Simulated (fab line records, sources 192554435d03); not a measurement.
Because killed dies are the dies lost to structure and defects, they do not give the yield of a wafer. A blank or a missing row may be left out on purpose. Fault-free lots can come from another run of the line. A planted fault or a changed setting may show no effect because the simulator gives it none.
Lot-split experiment    flow n5_finfet    21 wafers read across 7 lots, on a route 1938 steps long

THE SPLIT ITSELF
At N5_ZERO_LAYER_COAT_05 (resist thk 1000 nm), the setting spin_rpm was moved away from the recipe's 1500 rpm on 8 of the 21 wafers read, by -10.5% to -3.1%. All remaining wafers had this setting at the recipe value.

The reading is taken at the split's own step.

THE READING
coat_of_ZERO_LAYER_COAT_05.thk_nm (the simulator's own value, which no gauge read), in nm, at N5_ZERO_LAYER_COAT_05 (resist thk 1000 nm). The file does not state a usual value for it. Here, 13 wafers ran the recipe; their average is 1000.0 nm with a standard deviation of 3.7 nm.

wafer   tool, chamber at the split  spin_rpm as run, rpm  against the recipe  coat_of_ZERO_LAYER_COAT_05.thk_nm, nm  against lot-mates on the recipe
L075.1  litho_track-02, 0           1343                  -10.5%              1064                                   +59.0
L075.3  litho_track-02, 0           1343                  -10.5%              1061                                   +56.0
L075.4  litho_track-02, 0           1500                  recipe              1005                                   -
L080.2  litho_track-02, 0           1500                  recipe              1004                                   -
L080.4  litho_track-02, 0           1500                  recipe              1004                                   -
L080.6  litho_track-02, 0           1500                  recipe              1003                                   -
L088.1  litho_track-05, 0           1500                  recipe              996.6                                  -
L088.3  litho_track-05, 0           1500                  recipe              998                                    -
L088.4  litho_track-05, 0           1500                  recipe              999.9                                  -
L090.3  litho_track-05, 0           1500                  recipe              999                                    -
L090.4  litho_track-05, 0           1396                  -6.9%               1037                                   +38.0
L090.6  litho_track-05, 0           1396                  -6.9%               1034                                   +35.0
L091.3  litho_track-04, 0           1500                  recipe              997.5                                  -
L091.5  litho_track-04, 0           1500                  recipe              994.5                                  -
L091.6  litho_track-04, 0           1500                  recipe              993.1                                  -
L093.2  litho_track-02, 0           1500                  recipe              1002                                   -
L093.3  litho_track-02, 0           1454                  -3.1%               1021                                   +19.0
L093.6  litho_track-02, 0           1454                  -3.1%               1020                                   +18.0
L095.2  litho_track-04, 0           1436                  -4.3%               1025                                   +22.0
L095.3  litho_track-04, 0           1500                  recipe              1003                                   -
L095.5  litho_track-04, 0           1436                  -4.3%               1021                                   +18.0

THE FIT
A straight line over all 21 wafers: coat_of_ZERO_LAYER_COAT_05.thk_nm changes by -5.74 nm for each +1% of spin_rpm; r = -0.98; the points scatter about the line by 3.7 nm.
The same after taking each lot's own level away (the mean of its wafers on the recipe; 21 wafers): -5.39 nm for each +1%; r = -1.00; scatter 1.8 nm.
According to that fit, moving spin_rpm by its largest amount changes the reading by 56 nm.
The lots' own levels span 995.03 to 1005.00 nm, that is 2.7 times the standard deviation above.
The two slopes are in agreement: the lot-to-lot level therefore moves the slope only a little.
Check: +55.2 nm against its lot-mates is what the line predicts for one of the wafers moved furthest among these (-10.5%) when that wafer is left out of the fit. Against them it came out at +59 nm.

THE WHOLE CHAIN: every reading that the file lists as answering this split, in the file's order
step                    what it does        reading                                                                             change (the file's fit)               r (the file's)
N5_ZERO_LAYER_COAT_05   resist thk 1000 nm  coat_of_ZERO_LAYER_COAT_05.thk_nm (the simulator's own value, which no gauge read)  -5.41 nm for each +1% of the setting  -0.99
N5_ZERO_LAYER_STRIP_24  strips in O2        strip_time_to_endpoint_s                                                            withheld for each +1% of the setting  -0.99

THE FILE'S OWN FIT
coat_of_ZERO_LAYER_COAT_05.thk_nm changes by -5.41 nm for each +1% of spin_rpm, r = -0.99.
